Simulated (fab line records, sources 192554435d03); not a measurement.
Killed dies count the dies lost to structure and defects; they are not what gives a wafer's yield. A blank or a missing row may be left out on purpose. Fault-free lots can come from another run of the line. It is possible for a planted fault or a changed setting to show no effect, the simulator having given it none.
fab line records + flow n5_finfet
record
- lots=9
- wafers=27
- last_day=19
route steps=1938 shown BEOL_M2@926 BEOL_M3@945 BEOL_M4@1111
lots that met no fault: from a run of the same line without faults
start_h: hours from the record's opening day to when the first of the lot's shown wafers began + wait_h: how many hours have passed since the lot's step before this one + " unchanged from the row above + L1.1+2: a single row standing in for several wafers + - no value present, or no start provided + * or withheld: withheld + < > ~ a bound
route shown NAME@n: a module of which the file shows steps, and the number in the route of the first + usual: average and standard deviation across the fault-free wafers + same: alike in all rows + chamber/n: place in a boat + sites: per-site readings + _std_site: standard deviation of those values + _edge_site: outer sites' mean less inner sites' + radius_mm: for every site, how far away it sits from the centre of the wafer + mask NAME#n: copy n + behind: the most recent tool/chamber to have shaped the wafer + hold: why the lot was held/for how many hours/how that ended + device: transistor that didn't switch, given as n, p or np + end of line: the same wafers' tests at the end of the route + where a step has no rows: the recipe by itself + killed: count of dies lost to structure and defects at first sort (not the wafer's yield) + map: shows each die of a wafer: x if killed, . if not, _ if none is there
set.NAME: the run value of the setting; set.NAME@STEP: its run value at that earlier step + model.NAME: the simulator's own value behind a step, which no gauge read
route steps across a sampled set of lots; one table per step, one row per wafer
services: a tool's chamber out of use, with start hour (start_h, from the record's first day; less than 0 if before it), hours out, and reason
## steps
# step N5_BEOL_M2_CO_CAP_55
# recipe
- material=Co
- target_thk_a=20
- temp_c=200
- precursor=CCTBA/H2
- pressure_torr=30
- time_s=102.1
# usual
- heater_power_outer_w=121/16
- heater_power_w=239/20
| lot.wafer | tool      | chamber | start_h | wait_h | heater_power_outer_w | heater_power_w |
|-----------|-----------|---------|---------|--------|----------------------|----------------|
| L525.2    | cvd_co-01 | 1       | 146.29  | 0.0    | 98                   | 218            |
| L525.3    | "         | 0       | "       | "      | 153                  | 263            |
| L525.5    | "         | 2       | "       | "      | 113                  | 223            |
| L524.4    | cvd_co-02 | 2       | 152.04  | 0.0    | 128                  | 241            |
| L524.5    | "         | 0       | "       | "      | 120                  | 246            |
| L524.6    | "         | 1       | "       | "      | 114                  | 217            |
| L526.4    | cvd_co-02 | 1       | 160.52  | 0.0    | 110                  | 224            |
| L526.5    | "         | 2       | "       | "      | 127                  | 244            |
| L526.6    | "         | 0       | "       | "      | 122                  | 244            |
| L528.2    | cvd_co-01 | 1       | 181.39  | 0.0    | 103                  | 220            |
| L528.5    | "         | 1       | "       | "      | 100                  | 222            |
| L528.6    | "         | 2       | "       | "      | 115                  | 228            |
| L535.4    | cvd_co-01 | 2       | 225.68  | 0.0    | 116                  | 226            |
| L535.5    | "         | 0       | "       | "      | 153                  | 277            |
| L535.6    | "         | 1       | "       | "      | 101                  | 222            |
| L538.3    | cvd_co-01 | 0       | 234.83  | 0.0    | 149                  | 285            |
| L538.4    | "         | 0       | "       | "      | 153                  | 276            |
| L538.5    | "         | 1       | "       | "      | 100                  | 222            |
| L537.2    | cvd_co-02 | 2       | 242.59  | 0.0    | 125                  | 241            |
| L537.3    | "         | 0       | "       | "      | 120                  | 239            |
| L537.5    | "         | 0       | "       | "      | 127                  | 249            |
| L540.1    | cvd_co-02 | 0       | 253.59  | 0.0    | 121                  | 247            |
| L540.3    | "         | 1       | "       | "      | 112                  | 217            |
| L540.6    | "         | 1       | "       | "      | 113                  | 215            |
| L545.4    | cvd_co-02 | 0       | 297.54  | 0.0    | 122                  | 248            |
| L545.5    | "         | 1       | "       | "      | 111                  | 218            |
| L545.6    | "         | 2       | "       | "      | 125                  | 249            |
# step N5_BEOL_M3_OVL_MEAS_12
# recipe
- points_per_wafer=522
# usual
- M3_OVL=0.2/0.64
| lot.wafer | tool       | chamber | start_h | wait_h | M3_OVL[nm] |
|-----------|------------|---------|---------|--------|------------|
| L525.2    | overlay-01 | 0       | 147.24  | 0.0    | 1.1        |
| L525.3    | "          | 0       | "       | "      | 0.5        |
| L525.5    | "          | 0       | "       | "      | 0.2        |
| L524.4    | overlay-01 | 0       | 155.57  | 0.0    | 0.8        |
| L524.5    | "          | 0       | "       | "      | 1.3        |
| L524.6    | "          | 0       | "       | "      | 1.0        |
| L526.4    | overlay-02 | 0       | 163.91  | 0.0    | 1.6        |
| L526.5    | "          | 0       | "       | "      | 1.4        |
| L526.6    | "          | 0       | "       | "      | 0.5        |
| L528.2    | overlay-02 | 0       | 182.64  | 0.0    | 1.0        |
| L528.5    | "          | 0       | "       | "      | 1.2        |
| L528.6    | "          | 0       | "       | "      | 0.8        |
| L535.4    | overlay-02 | 0       | 228.18  | 0.0    | 0.5        |
| L535.5    | "          | 0       | "       | "      | 1.1        |
| L535.6    | "          | 0       | "       | "      | -0.6       |
| L538.3    | overlay-01 | 0       | 238.82  | 0.0    | -0.6       |
| L538.4    | "          | 0       | "       | "      | -0.1       |
| L538.5    | "          | 0       | "       | "      | -0.3       |
| L537.2    | overlay-01 | 0       | 248.38  | 0.0    | -0.5       |
| L537.3    | "          | 0       | "       | "      | 0.0        |
| L537.5    | "          | 0       | "       | "      | 0.0        |
| L540.1    | overlay-01 | 0       | 255.19  | 0.0    | -0.5       |
| L540.3    | "          | 0       | "       | "      | -0.1       |
| L540.6    | "          | 0       | "       | "      | -0.5       |
| L545.4    | overlay-02 | 0       | 298.58  | 0.0    | -0.1       |
| L545.5    | "          | 0       | "       | "      | 0.6        |
| L545.6    | "          | 0       | "       | "      | 0.9        |
# step N5_BEOL_M3_ETCH_63
# recipe
- chemistry=CF4
- target=SiARC
- target_depth_a=156
- mask_material=CAR-EUV
- time_s=26
- ion_energy_ev=80
- pressure_mtorr=40
- source_w=545
- bias_w=36
- Ar_flow_sccm=100
- cf4_flow_sccm=100
- ends=cleared
# usual
- chamber_pressure_mTorr=40.00/0.035
- drypump_motor_current_A=5.4/0.44
- etch_rf_on_time_s=26.0/0.44
- mfc_ar_sccm=100.0/0.31
- oes_product_au=0.67/0.064
- rf_vpp_V=184.1/1
- showerhead_plenum_p_Torr=2.14/0.04
- throttle_valve_pct=15.59/0.26
| lot.wafer | tool        | chamber | start_h | wait_h | chamber_pressure_mTorr | drypump_motor_current_A | etch_rf_on_time_s | mfc_ar_sccm | oes_product_au | rf_hours_counter_h | rf_vpp_V | showerhead_plenum_p_Torr | throttle_valve_pct |
|-----------|-------------|---------|---------|--------|------------------------|-------------------------|-------------------|-------------|----------------|--------------------|----------|--------------------------|--------------------|
| L525.2    | rie_diel-05 | 2       | 147.38  | 0.0    | 40.01                  | 5.8                     | 25.6              | 99.8        | 0.70           | 91                 | 185.1    | 2.17                     | 15.88              |
| L525.3    | "           | 0       | "       | "      | 40.01                  | 4.9                     | 26.4              | 100.4       | 0.60           | 209                | 182.3    | 2.12                     | 15.90              |
| L525.5    | "           | 1       | "       | "      | 39.99                  | 4.9                     | 26.2              | 100.1       | 0.75           | -                  | 183.2    | 2.09                     | 15.32              |
| L524.4    | rie_diel-06 | 3       | 155.75  | 0.0    | 40.03                  | 5.1                     | 26.4              | 100.1       | 0.59           | -                  | 185.5    | 2.11                     | 15.95              |
| L524.5    | "           | 0       | "       | "      | 40.02                  | 5.4                     | 26.6              | 99.7        | 0.63           | -                  | 183.2    | 2.13                     | 15.83              |
| L524.6    | "           | 2       | "       | "      | 39.99                  | 5.8                     | 25.5              | 100.4       | 0.69           | -                  | 183.9    | 2.16                     | 15.65              |
| L526.4    | rie_diel-06 | 3       | 164.72  | 0.0    | 39.96                  | 5.2                     | 26.1              | 99.7        | 0.59           | -                  | 184.3    | 2.11                     | 15.95              |
| L526.5    | "           | 0       | "       | "      | 39.98                  | 5.4                     | 26.6              | 100.1       | 0.62           | -                  | 183.0    | 2.13                     | 15.84              |
| L526.6    | "           | 2       | "       | "      | 39.99                  | 5.8                     | 25.5              | 99.9        | 0.68           | -                  | 184.9    | 2.16                     | 15.66              |
| L528.2    | rie_diel-03 | 3       | 182.77  | 0.0    | 39.94                  | 5.4                     | 25.5              | 99.9        | 0.66           | 145                | 183.4    | 2.14                     | 15.87              |
| L528.5    | "           | 2       | "       | "      | 40.09                  | 5.7                     | 26.3              | 100.2       | 0.60           | -                  | 184.8    | 2.22                     | 15.46              |
| L528.6    | "           | 1       | "       | "      | 40.00                  | 5.2                     | 26.0              | 100.4       | 0.70           | -                  | 184.4    | 2.16                     | 15.38              |
| L535.4    | rie_diel-05 | 3       | 228.38  | 0.0    | 39.93                  | 5.4                     | 26.4              | 100.0       | 0.64           | 139                | 183.8    | 2.15                     | 15.41              |
| L535.5    | "           | 1       | "       | "      | 39.97                  | 4.9                     | 25.8              | 100.0       | 0.73           | -                  | 182.8    | 2.08                     | 15.34              |
| L535.6    | "           | 0       | "       | "      | 40.03                  | 4.9                     | 26.2              | 100.2       | 0.58           | -                  | 184.0    | 2.12                     | 15.95              |
| L538.3    | rie_diel-06 | 2       | 239.01  | 0.0    | 39.99                  | 5.8                     | 25.4              | 99.7        | 0.66           | 124                | 182.5    | 2.15                     | 15.71              |
| L538.4    | "           | 3       | "       | "      | 39.98                  | 5.2                     | 25.4              | 99.2        | 0.81           | -                  | 184.1    | 2.10                     | 15.47              |
| L538.5    | "           | 1       | "       | "      | 40.00                  | 5.7                     | 26.1              | 99.7        | 0.78           | -                  | 184.7    | 2.27                     | 15.39              |
| L537.2    | rie_diel-05 | 1       | 248.51  | 0.0    | 40.03                  | 4.9                     | 26.0              | 100.2       | 0.72           | 77                 | 182.4    | 2.08                     | 15.37              |
| L537.3    | "           | 3       | "       | "      | 40.03                  | 5.4                     | 26.9              | 100.0       | 0.64           | 144                | 184.4    | 2.15                     | 15.42              |
| L537.5    | "           | 1       | "       | "      | 40.03                  | 4.9                     | 25.8              | 99.9        | 0.73           | -                  | 183.5    | 2.08                     | 15.36              |
| L540.1    | rie_diel-03 | 1       | 255.34  | 0.0    | 40.02                  | 5.1                     | 25.9              | 100.0       | 0.68           | 103                | 184.3    | 2.16                     | 15.43              |
| L540.3    | "           | 3       | "       | "      | 39.96                  | 5.4                     | 25.6              | 99.9        | 0.63           | 166                | 182.3    | 2.13                     | 15.89              |
| L540.6    | "           | 0       | "       | "      | 40.03                  | 6.3                     | 25.4              | 100.2       | 0.77           | -                  | 184.0    | 2.10                     | 15.29              |
| L545.4    | rie_diel-03 | 0       | 298.70  | 0.0    | 39.96                  | 6.2                     | 25.3              | 100.5       | 0.75           | 41                 | 183.4    | 2.10                     | 15.31              |
| L545.5    | "           | 1       | "       | "      | 39.93                  | 5.1                     | 25.8              | 99.8        | 0.67           | -                  | 182.8    | 2.15                     | 15.45              |
| L545.6    | "           | 2       | "       | "      | 40.06                  | 5.8                     | 26.5              | 100.2       | 0.58           | -                  | 183.7    | 2.21                     | 15.52              |
# step N5_BEOL_M3_COAT_67
# recipe
- resist=SOC
- temp_c=250
- time_s=60
- spin_rpm=1500
- resist_thk_nm=60
# usual
- heater_power_total_W=500.2/1.9
- plate_temp_C=249.97/0.19
- resist_line_temp_C=22.98/0.11
| lot.wafer | tool           | chamber | start_h | wait_h | heater_power_total_W | plate_temp_C | resist_line_temp_C |
|-----------|----------------|---------|---------|--------|----------------------|--------------|--------------------|
| L525.2    | litho_track-03 | 0       | 147.84  | 0.0    | 499.0                | 249.88       | 23.08              |
| L525.3    | "              | 0       | "       | "      | 500.4                | 249.43       | 23.11              |
| L525.5    | "              | 0       | "       | "      | 497.3                | 249.85       | 22.97              |
| L524.4    | litho_track-05 | 0       | 156.18  | 0.0    | 502.7                | 250.00       | 22.89              |
| L524.5    | "              | 0       | "       | "      | 503.3                | 250.10       | 23.12              |
| L524.6    | "              | 0       | "       | "      | 499.3                | 249.95       | 23.01              |
| L526.4    | litho_track-05 | 0       | 165.25  | 0.0    | 497.4                | 250.09       | 22.99              |
| L526.5    | "              | 0       | "       | "      | 502.7                | 249.95       | 23.00              |
| L526.6    | "              | 0       | "       | "      | 499.1                | 249.90       | 23.09              |
| L528.2    | litho_track-05 | 0       | 183.19  | 0.0    | 497.4                | 249.59       | 22.99              |
| L528.5    | "              | 0       | "       | "      | 497.7                | 249.76       | 23.04              |
| L528.6    | "              | 0       | "       | "      | 499.1                | 249.82       | 22.95              |
| L535.4    | litho_track-05 | 0       | 228.82  | 0.0    | 480.4                | 242.13       | 23.00              |
| L535.5    | "              | 0       | "       | "      | 481.6                | 242.08       | 23.06              |
| L535.6    | "              | 0       | "       | "      | 479.9                | 242.65       | 22.98              |
| L538.3    | litho_track-03 | 0       | 239.44  | 0.0    | 503.2                | 250.05       | 22.98              |
| L538.4    | "              | 0       | "       | "      | 501.6                | 250.28       | 23.03              |
| L538.5    | "              | 0       | "       | "      | 497.9                | 250.02       | 22.97              |
| L537.2    | litho_track-05 | 0       | 248.93  | 0.0    | 483.4                | 242.18       | 23.12              |
| L537.3    | "              | 0       | "       | "      | 482.2                | 242.11       | 23.16              |
| L537.5    | "              | 0       | "       | "      | 483.0                | 241.99       | 23.05              |
| L540.1    | litho_track-02 | 0       | 255.76  | 0.0    | 501.4                | 250.24       | 22.90              |
| L540.3    | "              | 0       | "       | "      | 499.2                | 250.06       | 23.08              |
| L540.6    | "              | 0       | "       | "      | 499.6                | 250.21       | 22.99              |
| L545.4    | litho_track-03 | 0       | 299.12  | 0.0    | 497.7                | 249.95       | 22.89              |
| L545.5    | "              | 0       | "       | "      | 499.3                | 249.92       | 22.77              |
| L545.6    | "              | 0       | "       | "      | 500.4                | 249.90       | 22.82              |
# step N5_BEOL_M4_RC_MEAS_101
# usual
- DIBL_N=36.2/1.2
- DIBL_P=36.3/1.3
- IOFF_N=0.155/0.019
- IOFF_P=0.210/0.029
- ION_N=677/8.6
- ION_P=465/6.8
- SS_N=71.4/0.48
- SS_P=73.2/0.53
- VT_N=249.9/2.4
- VT_P=-250/3.2
| lot.wafer | tool      | chamber | start_h | wait_h | DIBL_N[mV/V] | DIBL_P[mV/V] | IOFF_N[nA/um] | IOFF_P[nA/um] | ION_N[uA/um] | ION_P[uA/um] | SS_N[mV/dec] | SS_P[mV/dec] | VT_N[mV] | VT_P[mV] |
|-----------|-----------|---------|---------|--------|--------------|--------------|---------------|---------------|--------------|--------------|--------------|--------------|----------|----------|
| L525.2    | prober-02 | 0       | 164.57  | 0.2    | 35.9         | 36.3         | 0.161         | 0.233         | 680          | 471          | 71.5         | 73.6         | 247.7    | -247     |
| L525.3    | "         | 0       | "       | "      | 35.5         | 36.4         | 0.155         | 0.227         | 690          | 476          | 70.4         | 72.9         | 246.8    | -247     |
| L525.5    | "         | 0       | "       | "      | 35.7         | 36.2         | 0.155         | 0.229         | 681          | 472          | 70.8         | 73.7         | 246.7    | -248     |
| L524.4    | prober-01 | 0       | 176.70  | 0.5    | 35.3         | 36.5         | 0.138         | 0.190         | 682          | 470          | 70.8         | 73.2         | 250.0    | -251     |
| L524.5    | "         | 0       | "       | "      | 36.7         | 38.1         | 0.162         | 0.215         | 675          | 464          | 72.0         | 73.5         | 250.2    | -249     |
| L524.6    | "         | 0       | "       | "      | 34.3         | 35.1         | 0.116         | 0.163         | 674          | 460          | 70.3         | 72.9         | 257.5    | -254     |
| L526.4    | prober-01 | 0       | 188.14  | 0.5    | 34.5         | 35.1         | 0.138         | 0.196         | 682          | 470          | 70.4         | 73.4         | 250.0    | -249     |
| L526.5    | "         | 0       | "       | "      | 34.6         | 34.9         | 0.140         | 0.194         | 670          | 465          | 70.7         | 72.7         | 251.1    | -251     |
| L526.6    | "         | 0       | "       | "      | 34.0         | 34.1         | 0.121         | 0.177         | 664          | 456          | 70.3         | 72.9         | 253.0    | -254     |
| L528.2    | prober-02 | 0       | 206.36  | 0.2    | 37.6         | 37.0         | 0.164         | 0.198         | 679          | 458          | 71.6         | 73.7         | 248.7    | -252     |
| L528.5    | "         | 0       | "       | "      | 37.2         | 36.6         | 0.149         | 0.181         | 673          | 457          | 71.4         | 74.1         | 252.1    | -253     |
| L528.6    | "         | 0       | "       | "      | 36.1         | 35.7         | 0.144         | 0.183         | 674          | 465          | 71.0         | 73.3         | 251.6    | -251     |
| L535.4    | prober-01 | 0       | 261.68  | 0.5    | 35.9         | 36.1         | 0.138         | 0.197         | 662          | 462          | 71.7         | 73.6         | 251.8    | -250     |
| L535.5    | "         | 0       | "       | "      | 34.9         | 34.8         | 0.127         | 0.173         | 664          | 461          | 71.5         | 72.1         | 252.5    | -252     |
| L535.6    | "         | 0       | "       | "      | 37.9         | 38.3         | 0.181         | 0.234         | 681          | 466          | 72.2         | 73.4         | 248.7    | -250     |
| L538.3    | prober-01 | 0       | 265.65  | 0.3    | 37.0         | 37.8         | 0.187         | 0.269         | 680          | 469          | 71.5         | 74.1         | 245.6    | -244     |
| L538.4    | "         | 0       | "       | "      | 36.3         | 37.1         | 0.175         | 0.266         | 696          | 479          | 71.9         | 73.7         | 247.8    | -247     |
| L538.5    | "         | 0       | "       | "      | 36.7         | 37.1         | 0.172         | 0.257         | 686          | 478          | 71.8         | 73.1         | 245.8    | -246     |
| L537.2    | prober-02 | 0       | 273.99  | 0.2    | 35.4         | 37.3         | 0.158         | 0.225         | 674          | 462          | 71.5         | 74.0         | 251.2    | -249     |
| L537.3    | "         | 0       | "       | "      | 34.9         | 36.4         | 0.147         | 0.215         | 675          | 469          | 71.8         | 73.4         | 249.0    | -249     |
| L537.5    | "         | 0       | "       | "      | 35.6         | 37.5         | 0.172         | 0.238         | 680          | 472          | 70.5         | 73.7         | 248.5    | -246     |
| L540.1    | prober-02 | 0       | 292.39  | 0.0    | 38.3         | 36.4         | 0.164         | 0.178         | 679          | 460          | 70.9         | 73.2         | 250.1    | -255     |
| L540.3    | "         | 0       | "       | "      | 38.5         | 36.8         | 0.166         | 0.186         | 676          | 451          | 71.7         | 73.6         | 251.8    | -254     |
| L540.6    | "         | 0       | "       | "      | 37.0         | 35.2         | 0.143         | 0.159         | 678          | 459          | 71.3         | 72.5         | 249.1    | -256     |
| L545.4    | prober-02 | 0       | 329.51  | 0.5    | 36.7         | 36.1         | 0.170         | 0.206         | 676          | 466          | 71.5         | 73.0         | 247.0    | -251     |
| L545.5    | "         | 0       | "       | "      | 36.6         | 35.9         | 0.166         | 0.199         | 676          | 461          | 70.6         | 73.5         | 250.3    | -252     |
| L545.6    | "         | 0       | "       | "      | 37.7         | 38.0         | 0.184         | 0.240         | 690          | 471          | 72.1         | 73.9         | 245.6    | -249     |
## services
| tool        | chamber | start_h | hours | kind                          |
|-------------|---------|---------|-------|-------------------------------|
| rie_diel-06 | 1       | 144.27  | 14.9  | repair                        |
| rie_diel-03 | 3       | 152.15  | 13.5  | repair                        |
| rie_diel-03 | -       | 157.17  | 10.0  | pm                            |
| rie_diel-06 | 1       | 161.77  | -     | clean                         |
| rie_diel-06 | 1       | 161.77  | -     | consumable_replace:focus_ring |
| rie_diel-06 | 1       | 161.77  | -     | consumable_replace:showerhead |
| rie_diel-06 | 1       | 161.77  | 18.3  | scheduled_down                |
| rie_diel-06 | 1       | 161.77  | 18.3  | vent_cycle                    |
| rie_diel-05 | 3       | 175.74  | 3.6   | repair                        |
| rie_diel-06 | 3       | 180.34  | -     | clean                         |
| rie_diel-06 | 3       | 180.34  | -     | consumable_replace:focus_ring |
| rie_diel-06 | 3       | 180.34  | 15.5  | scheduled_down                |
| rie_diel-06 | 3       | 180.34  | 15.5  | vent_cycle                    |
| cvd_co-02   | -       | 185.61  | 0.4   | repair                        |
| cvd_co-02   | 2       | 198.84  | 5.5   | repair                        |
| rie_diel-03 | 0       | 209.33  | 4.7   | repair                        |
| cvd_co-01   | -       | 216.40  | 0.4   | repair                        |
| rie_diel-06 | 0       | 235.18  | 4.9   | repair                        |
| cvd_co-01   | -       | 247.49  | 6.9   | pm                            |
| rie_diel-03 | 0       | 268.47  | 1.5   | repair                        |
| rie_diel-05 | 0       | 280.12  | 21.8  | repair                        |
## key
first_sign
- step=N5_BEOL_M3_COAT_67
- reading=plate_temp_C
- direction=down
- sigmas=40
- usual=*
- struck=*
effect
- step=N5_BEOL_M3_COAT_67
- reading=heater_power_total_W
- direction=down
- sigmas=9.9
- usual=*
- struck=*
met_at N5_BEOL_M3_COAT_67
struck_lots L535,L537
not_acting_at N5_BEOL_M2_CO_CAP_55,N5_BEOL_M3_OVL_MEAS_12,N5_BEOL_M3_ETCH_63
onset_between 183.19 228.82
fault
- kind=process_parameter_drift
- tool=litho_track-05
- chamber=-
- onset_h=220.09
- steps=N5_BEOL_M3_COAT_67
- channel=temp_c
- offset=*
- shape=step
- end_h=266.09
- acts_in=*
- stated=*
